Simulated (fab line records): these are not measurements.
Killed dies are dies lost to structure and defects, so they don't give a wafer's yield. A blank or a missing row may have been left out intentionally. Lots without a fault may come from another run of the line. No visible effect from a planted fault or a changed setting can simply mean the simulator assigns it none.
Matching of chambers :: flow nandHarc :: NHARC_A_STAIRCASE_ETCHBACK_422 on rieDiel-12: 4 sister chambers
The step etches the open film in CH3F/O2, target depth 40 nm, time 74.286 s. 24 wafers are shown with their chamber, then 12 later ones without.

## WAFERS WITH THEIR CHAMBER
wafer: L074.1
chamber: 0
showerheadPlenumPTorr (Torr): 2.52
drypumpMotorCurrentA (A): 6.0
rfVppV (V): 245.6

wafer: L074.2
chamber: 3
showerheadPlenumPTorr (Torr): 2.49
drypumpMotorCurrentA (A): 5.7
rfVppV (V): 246.3

wafer: L074.6
chamber: 3
showerheadPlenumPTorr (Torr): 2.49
drypumpMotorCurrentA (A): 5.7
rfVppV (V): 244.0

wafer: L075.1
chamber: 2
showerheadPlenumPTorr (Torr): 2.38
drypumpMotorCurrentA (A): 5.4
rfVppV (V): 243.6

wafer: L075.2
chamber: 3
showerheadPlenumPTorr (Torr): 2.49
drypumpMotorCurrentA (A): 5.7
rfVppV (V): 244.5

wafer: L075.6
chamber: 2
showerheadPlenumPTorr (Torr): 2.38
drypumpMotorCurrentA (A): 5.4
rfVppV (V): 243.3

wafer: L077.1
chamber: 2
showerheadPlenumPTorr (Torr): 2.38
drypumpMotorCurrentA (A): 5.4
rfVppV (V): 243.7

wafer: L077.2
chamber: 1
showerheadPlenumPTorr (Torr): 2.34
drypumpMotorCurrentA (A): 5.7
rfVppV (V): 244.2

wafer: L077.4
chamber: 0
showerheadPlenumPTorr (Torr): 2.52
drypumpMotorCurrentA (A): 6.1
rfVppV (V): 245.5

wafer: L078.2
chamber: 2
showerheadPlenumPTorr (Torr): 2.38
drypumpMotorCurrentA (A): 5.4
rfVppV (V): 243.0

wafer: L078.5
chamber: 1
showerheadPlenumPTorr (Torr): 2.34
drypumpMotorCurrentA (A): 5.7
rfVppV (V): 243.5

wafer: L078.6
chamber: 2
showerheadPlenumPTorr (Torr): 2.38
drypumpMotorCurrentA (A): 5.4
rfVppV (V): 241.6

wafer: L081.1
chamber: 2
showerheadPlenumPTorr (Torr): 2.38
drypumpMotorCurrentA (A): 5.4
rfVppV (V): 242.7

wafer: L081.5
chamber: 2
showerheadPlenumPTorr (Torr): 2.38
drypumpMotorCurrentA (A): 5.4
rfVppV (V): 243.3

wafer: L081.6
chamber: 0
showerheadPlenumPTorr (Torr): 2.51
drypumpMotorCurrentA (A): 6.1
rfVppV (V): 244.7

wafer: L082.1
chamber: 2
showerheadPlenumPTorr (Torr): 2.38
drypumpMotorCurrentA (A): 5.4
rfVppV (V): 243.3

wafer: L082.4
chamber: 1
showerheadPlenumPTorr (Torr): 2.33
drypumpMotorCurrentA (A): 5.7
rfVppV (V): 242.5

wafer: L082.5
chamber: 2
showerheadPlenumPTorr (Torr): 2.38
drypumpMotorCurrentA (A): 5.4
rfVppV (V): 241.4

wafer: L083.1
chamber: 1
showerheadPlenumPTorr (Torr): 2.33
drypumpMotorCurrentA (A): 5.7
rfVppV (V): 243.3

wafer: L083.3
chamber: 2
showerheadPlenumPTorr (Torr): 2.38
drypumpMotorCurrentA (A): 5.4
rfVppV (V): 243.8

wafer: L083.5
chamber: 0
showerheadPlenumPTorr (Torr): 2.51
drypumpMotorCurrentA (A): 6.1
rfVppV (V): 245.1

wafer: L084.2
chamber: 2
showerheadPlenumPTorr (Torr): 2.37
drypumpMotorCurrentA (A): 5.4
rfVppV (V): 242.8

wafer: L084.5
chamber: 1
showerheadPlenumPTorr (Torr): 2.33
drypumpMotorCurrentA (A): 5.7
rfVppV (V): 242.5

wafer: L084.6
chamber: 2
showerheadPlenumPTorr (Torr): 2.37
drypumpMotorCurrentA (A): 5.4
rfVppV (V): 244.2

SIGNATURES, as means of the wafers listed above
reading: showerheadPlenumPTorr
chamber 0: 2.5150
chamber 1: 2.3340
chamber 2: 2.3783
chamber 3: 2.4900
scatter within a chamber: 0.0044

reading: drypumpMotorCurrentA
chamber 0: 6.075
chamber 1: 5.700
chamber 2: 5.400
chamber 3: 5.700
scatter within a chamber: 0.0194

reading: rfVppV
chamber 0: 245.225
chamber 1: 243.200
chamber 2: 243.058
chamber 3: 244.933
scatter within a chamber: 0.816
Rule: for each reading, subtract the chamber's mean from the wafer's reading, divide by that reading's scatter and square the result; add these up over the readings and take the root, which gives the wafer's distance from the chamber. If the next closest chamber is less than 2 further off than the closest, the wafer can't be placed; otherwise it belongs to the closest. The scatter: the root of (the sum of the squares of (reading less its chamber's mean) over the shown wafers, divided by (wafers less chambers)).

## WAFERS WITH NO CHAMBER GIVEN
wafer: L086.2
showerheadPlenumPTorr (Torr): 2.37
drypumpMotorCurrentA (A): 5.4
rfVppV (V): 243.1

wafer: L086.4
showerheadPlenumPTorr (Torr): 2.48
drypumpMotorCurrentA (A): 5.7
rfVppV (V): 244.8

wafer: L086.5
showerheadPlenumPTorr (Torr): 2.33
drypumpMotorCurrentA (A): 5.7
rfVppV (V): 241.9

wafer: L085.2
showerheadPlenumPTorr (Torr): 2.33
drypumpMotorCurrentA (A): 5.8
rfVppV (V): 243.6

wafer: L085.3
showerheadPlenumPTorr (Torr): 2.37
drypumpMotorCurrentA (A): 5.4
rfVppV (V): 242.7

wafer: L085.5
showerheadPlenumPTorr (Torr): 2.37
drypumpMotorCurrentA (A): 5.4
rfVppV (V): 242.6

wafer: L089.1
showerheadPlenumPTorr (Torr): 2.32
drypumpMotorCurrentA (A): 5.7
rfVppV (V): 244.0

wafer: L089.5
showerheadPlenumPTorr (Torr): 2.37
drypumpMotorCurrentA (A): 5.4
rfVppV (V): 242.8

wafer: L089.6
showerheadPlenumPTorr (Torr): 2.47
drypumpMotorCurrentA (A): 5.7
rfVppV (V): 245.9

wafer: L091.4
showerheadPlenumPTorr (Torr): 2.32
drypumpMotorCurrentA (A): 5.7
rfVppV (V): 241.8

wafer: L091.5
showerheadPlenumPTorr (Torr): 2.32
drypumpMotorCurrentA (A): 5.7
rfVppV (V): 242.7

wafer: L091.6
showerheadPlenumPTorr (Torr): 2.37
drypumpMotorCurrentA (A): 5.4
rfVppV (V): 242.4

## WHICH CHAMBER EACH WENT THROUGH
wafer: L086.2
from the rows above: 2
in truth: 2

wafer: L086.4
from the rows above: 3
in truth: 3

wafer: L086.5
from the rows above: 1
in truth: 1

wafer: L085.2
from the rows above: 1
in truth: 1

wafer: L085.3
from the rows above: 2
in truth: 2

wafer: L085.5
from the rows above: 2
in truth: 2

wafer: L089.1
from the rows above: 1
in truth: 1

wafer: L089.5
from the rows above: 2
in truth: 2

wafer: L089.6
from the rows above: 3
in truth: 3

wafer: L091.4
from the rows above: 1
in truth: 1

wafer: L091.5
from the rows above: 1
in truth: 1

wafer: L091.6
from the rows above: 2
in truth: 2
Correctly placed: 12 of 12. Left unplaced by these rows: 0. Number placed wrongly: 0.
